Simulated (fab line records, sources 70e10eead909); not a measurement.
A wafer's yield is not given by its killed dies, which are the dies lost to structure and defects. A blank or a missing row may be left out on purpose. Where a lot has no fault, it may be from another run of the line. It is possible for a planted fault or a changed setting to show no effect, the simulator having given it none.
What tool caused it? :: flow nandHarc :: 10 lots, 30 wafers sampled, at 5 steps of a route of 1302

== WHAT THE GAUGES SHOWED, per wafer ==
NHARC_A_CHANNEL_HOLE_D2_CD_MEAS_31.
lot: L563
measured: day 14 19:15
on: cdSem-03
cdNm (nm): 90.0 91.0 90.1

lot: L566
measured: day 15 10:17
on: cdSem-02
cdNm (nm): 91.5 92.0 90.1

lot: L567
measured: day 16 17:40
on: cdSem-02
cdNm (nm): 88.4 91.0 88.4

lot: L570
measured: day 17 09:19
on: cdSem-01
cdNm (nm): 92.6 91.1 92.6

lot: L572
measured: day 17 19:41
on: cdSem-01
cdNm (nm): 89.7 89.4 91.0

lot: L576
measured: day 19 17:04
on: cdSem-02
cdNm (nm): 0.6 0.3 0.6 0.6 0.4 0.5

lot: L575
measured: day 19 18:08
on: cdSem-01
cdNm (nm): 0.4 1.5 -0.2 0.4 1.0 -0.3

lot: L577
measured: day 20 03:31
on: cdSem-01
cdNm (nm): 92.0 89.7 91.5

lot: L583
measured: day 22 19:38
on: cdSem-02
cdNm (nm): 90.8 91.4 91.5

lot: L584
measured: day 22 19:46
on: cdSem-02
cdNm (nm): 88.5 91.4 88.9

== WHAT TOOL EACH LOT RAN ON (gives the tool, then ch and the chambers of the sampled wafers, and finally the start) ==
lot: L563
NHARC_A_CHANNEL_HOLE_D2_ETCH_38: rieDiel-05 ch 0,1,3, day 14 10:15
NHARC_A_CHANNEL_HOLE_D2_ETCH_23: harEtch-02 ch 0,1, day 14 15:16
NHARC_A_CHANNEL_HOLE_D2_ETCH_25: harEtch-02 ch 0,1, day 14 16:46
NHARC_A_CHANNEL_HOLE_D2_ETCH_44: rieDiel-09 ch 2,3, day 14 18:28

lot: L566
NHARC_A_CHANNEL_HOLE_D2_ETCH_38: rieDiel-09 ch 1,2,3, day 15 01:35
NHARC_A_CHANNEL_HOLE_D2_ETCH_23: harEtch-02 ch 0,1, day 15 06:19
NHARC_A_CHANNEL_HOLE_D2_ETCH_25: harEtch-02 ch 0,1, day 15 07:48
NHARC_A_CHANNEL_HOLE_D2_ETCH_44: rieDiel-10 ch 0,3, day 15 09:29

lot: L567
NHARC_A_CHANNEL_HOLE_D2_ETCH_38: rieDiel-05 ch 0,1, day 16 10:53
NHARC_A_CHANNEL_HOLE_D2_ETCH_23: harEtch-02 ch 0,1, day 16 13:25
NHARC_A_CHANNEL_HOLE_D2_ETCH_25: harEtch-02 ch 0,1, day 16 14:53
NHARC_A_CHANNEL_HOLE_D2_ETCH_44: rieDiel-10 ch 0,3, day 16 16:46

lot: L570
NHARC_A_CHANNEL_HOLE_D2_ETCH_38: rieDiel-05 ch 0,1, day 16 21:20
NHARC_A_CHANNEL_HOLE_D2_ETCH_23: harEtch-01 ch 0,1, day 17 05:19
NHARC_A_CHANNEL_HOLE_D2_ETCH_25: harEtch-01 ch 0,1, day 17 06:49
NHARC_A_CHANNEL_HOLE_D2_ETCH_44: rieDiel-09 ch 0,3, day 17 08:31

lot: L572
NHARC_A_CHANNEL_HOLE_D2_ETCH_38: rieDiel-05 ch 0,1,3, day 17 10:31
NHARC_A_CHANNEL_HOLE_D2_ETCH_23: harEtch-02 ch 0,1, day 17 15:43
NHARC_A_CHANNEL_HOLE_D2_ETCH_25: harEtch-02 ch 0,1, day 17 17:12
NHARC_A_CHANNEL_HOLE_D2_ETCH_44: rieDiel-05 ch 0,1,3, day 17 18:53

lot: L576
NHARC_A_CHANNEL_HOLE_D2_ETCH_38: rieDiel-05 ch 0,2, day 19 07:18
NHARC_A_CHANNEL_HOLE_D2_ETCH_23: harEtch-02 ch 0,1, day 19 13:13
NHARC_A_CHANNEL_HOLE_D2_ETCH_25: harEtch-02 ch 0,1, day 19 14:44
NHARC_A_CHANNEL_HOLE_D2_ETCH_44: rieDiel-05 ch 0,1,3, day 19 16:16

lot: L575
NHARC_A_CHANNEL_HOLE_D2_ETCH_38: rieDiel-10 ch 0,1,3, day 19 08:05
NHARC_A_CHANNEL_HOLE_D2_ETCH_23: harEtch-01 ch 0,1, day 19 14:04
NHARC_A_CHANNEL_HOLE_D2_ETCH_25: harEtch-01 ch 0,1, day 19 15:31
NHARC_A_CHANNEL_HOLE_D2_ETCH_44: rieDiel-09 ch 1,2,3, day 19 17:20

lot: L577
NHARC_A_CHANNEL_HOLE_D2_ETCH_38: rieDiel-10 ch 2,3, day 19 20:29
NHARC_A_CHANNEL_HOLE_D2_ETCH_23: harEtch-01 ch 0, day 19 23:27
NHARC_A_CHANNEL_HOLE_D2_ETCH_25: harEtch-01 ch 0, day 20 00:54
NHARC_A_CHANNEL_HOLE_D2_ETCH_44: rieDiel-09 ch 0,1,2, day 20 02:44

lot: L583
NHARC_A_CHANNEL_HOLE_D2_ETCH_38: rieDiel-09 ch 1,2, day 22 12:59
NHARC_A_CHANNEL_HOLE_D2_ETCH_23: harEtch-01 ch 0,1, day 22 15:46
NHARC_A_CHANNEL_HOLE_D2_ETCH_25: harEtch-01 ch 0,1, day 22 17:17
NHARC_A_CHANNEL_HOLE_D2_ETCH_44: rieDiel-05 ch 0,2,3, day 22 18:50

lot: L584
NHARC_A_CHANNEL_HOLE_D2_ETCH_38: rieDiel-05 ch 1,2,3, day 22 13:09
NHARC_A_CHANNEL_HOLE_D2_ETCH_23: harEtch-02 ch 0,1, day 22 15:48
NHARC_A_CHANNEL_HOLE_D2_ETCH_25: harEtch-02 ch 0,1, day 22 17:18
NHARC_A_CHANNEL_HOLE_D2_ETCH_44: rieDiel-09 ch 0,3, day 22 18:59
- NHARC_A_CHANNEL_HOLE_D2_ETCH_38: etches the open film in CF4, target depth 39 nm, time 65 s.
- NHARC_A_CHANNEL_HOLE_D2_ETCH_23: etches the open film in C4F8/O2/Ar, time 819 s, target depth 1600 nm.
- NHARC_A_CHANNEL_HOLE_D2_ETCH_25: etches the open film in C4F8/O2/Ar, time 1040.2 s, target depth 1500 nm.
- NHARC_A_CHANNEL_HOLE_D2_ETCH_44: etches the open film in CF4/O2, target depth 140 nm, overetch 14 nm, time 77 s.

== THE ANSWER, worked out from the rows above alone ==
Rule: the usual values come from the lots themselves. Put in order of their means at a reading, lots are off if they are a third of the lots or fewer, leave a main group of 4 or more, and stand apart from it by a gap of 3 or more times the standard deviation of the main group's means; of several such gaps the widest counts. If all means in a main group match to the digits the tables above print for the reading, that group is not used. A lot without any number at a reading at which 4 lots or more have one is off too. All remaining lots with rows at the step are treated as sound.
Off at NHARC_A_CHANNEL_HOLE_D2_CD_MEAS_31 (cdNm): L576, L575. Main group: mean 90.6 nm, sd 0.89.
If a tool, at a process step before that reading, ran all the lots that are off and no sound lot after the first of them, it fits. Those tools and the gauges at NHARC_A_CHANNEL_HOLE_D2_CD_MEAS_31 are tried in the same way. None of those tried fits.

== WHAT THE SIMULATOR HAD INSERTED ==
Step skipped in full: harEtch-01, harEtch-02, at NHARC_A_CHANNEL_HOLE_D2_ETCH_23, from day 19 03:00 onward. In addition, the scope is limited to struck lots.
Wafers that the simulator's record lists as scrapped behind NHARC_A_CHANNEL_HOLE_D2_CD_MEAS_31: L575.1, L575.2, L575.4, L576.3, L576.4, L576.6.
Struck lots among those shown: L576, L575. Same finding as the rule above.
